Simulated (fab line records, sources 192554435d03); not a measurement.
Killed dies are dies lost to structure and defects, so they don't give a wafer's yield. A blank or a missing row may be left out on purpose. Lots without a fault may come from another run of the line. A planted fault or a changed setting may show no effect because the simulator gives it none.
Which tool did it? | flow n5_finfet | 11 lots, 33 wafers sampled, at 1 step of a route of 1938

WHAT THE GAUGES READ, wafer by wafer
N5_DUMMY_GATE_INSPECT_17: inspects for defects (brightfield). Usual: raw_defect_count 212, standard deviation 61.
lot  | measured    | on                | raw_defect_count | flag
L591 | day 3 12:20 | defect_inspect-02 | 234 297 192      |
L592 | day 3 17:56 | defect_inspect-01 | 304 201 134      |
L593 | day 3 21:26 | defect_inspect-02 | 212 144 180      |
L594 | day 4 04:03 | defect_inspect-02 | 221 180 246      |
L595 | day 4 09:25 | defect_inspect-01 | 187 251 223      |
L596 | day 4 15:17 | defect_inspect-02 | 193 274 206      |
L601 | day 5 21:46 | defect_inspect-02 | 214 177 316      |
L602 | day 6 03:47 | defect_inspect-01 | 197 152 148      |
L603 | day 6 12:05 | defect_inspect-01 | 228 317 396      |
L609 | day 8 00:03 | defect_inspect-02 | 263 305 269      |
L612 | day 8 18:06 | defect_inspect-01 | 139 125 140      |

WHICH TOOL RAN EACH LOT (tool, then ch and the chambers of the sampled wafers, then the start)
The record holds no process step before these readings.

WHAT THE TOOLS THEMSELVES READ (means of the sampled wafers that have a number; where no wafer has one, the mark that the record gives instead)
The record holds no such reading with a usual standard deviation.

THE ANSWER, worked out from the rows above alone
Rule: a lot is off if the mean of its wafers that have a number lies more than 3 standard deviations from the usual mean. A lot without any number at a reading at which 4 lots or more have one is off too. The other lots that the step has rows for count as sound. The gauges are gone through in route order, then the tools' own readings, and for those a lot's mean is taken as printed above. The first step at which some lot is off is used, and at that step the reading that is off furthest; a lot without a number counts as furthest.
No lot is off at any reading shown: from this, nothing can be told.

WHAT THE SIMULATOR HAD PUT IN
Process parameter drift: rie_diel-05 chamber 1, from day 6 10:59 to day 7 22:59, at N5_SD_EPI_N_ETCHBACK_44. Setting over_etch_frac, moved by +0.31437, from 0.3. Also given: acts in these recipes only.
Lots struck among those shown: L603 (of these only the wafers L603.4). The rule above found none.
